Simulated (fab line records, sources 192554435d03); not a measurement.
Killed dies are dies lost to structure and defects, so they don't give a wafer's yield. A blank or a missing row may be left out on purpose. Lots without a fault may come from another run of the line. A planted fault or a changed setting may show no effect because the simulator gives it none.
Chamber matching | flow n5_finfet | N5_DUMMY_GATE_STRIP_40 on rie_diel-01: 4 sister chambers
The step strips in CF4. 8 wafers are shown with their chamber, then 8 later ones without.

WAFERS WITH THEIR CHAMBER
wafer  | chamber | throttle_valve_pct (%) | drypump_motor_current_A (A)
L080.1 | 1       | 14.10                  | 5.5
L080.2 | 3       | 13.66                  | 6.2
L082.1 | 0       | 13.98                  | 5.9
L082.4 | 3       | 13.67                  | 6.3
L084.1 | 2       | 13.49                  | 5.4
L084.3 | 1       | 14.12                  | 5.6
L084.4 | 0       | 13.99                  | 5.8
L085.2 | 2       | 13.49                  | 5.4

WAFERS WITHOUT THEIR CHAMBER
wafer  | throttle_valve_pct (%) | drypump_motor_current_A (A)
L085.4 | 13.99                  | 5.9
L085.5 | 14.00                  | 5.9
L087.2 | 13.51                  | 5.4
L087.4 | 14.13                  | 5.5
L087.6 | 14.12                  | 5.5
L094.2 | 13.52                  | 5.4
L094.5 | 13.70                  | 6.3
L094.6 | 13.53                  | 5.4

WHICH CHAMBER EACH WENT THROUGH
wafer  | from the rows above | in truth
L085.4 | 0                   | 0
L085.5 | 0                   | 0
L087.2 | 2                   | 2
L087.4 | 1                   | 1
L087.6 | 1                   | 1
L094.2 | 2                   | 2
L094.5 | 3                   | 3
L094.6 | 2                   | 2
Placed correctly: 8 of 8. Can't be placed from these rows: 0. Placed wrongly: 0.
How it was worked out, from the rows above alone: a wafer's distance from a chamber is the root of the sum, over the readings, of the square of ((its reading less the chamber's mean) divided by the reading's scatter). The wafer belongs to the nearest chamber; if the next one is less than 2 further off, it can't be placed. A chamber's mean is the mean of its shown wafers. The scatter: the root of (the sum of the squares of (reading less its chamber's mean) over the shown wafers, divided by (wafers less chambers)).
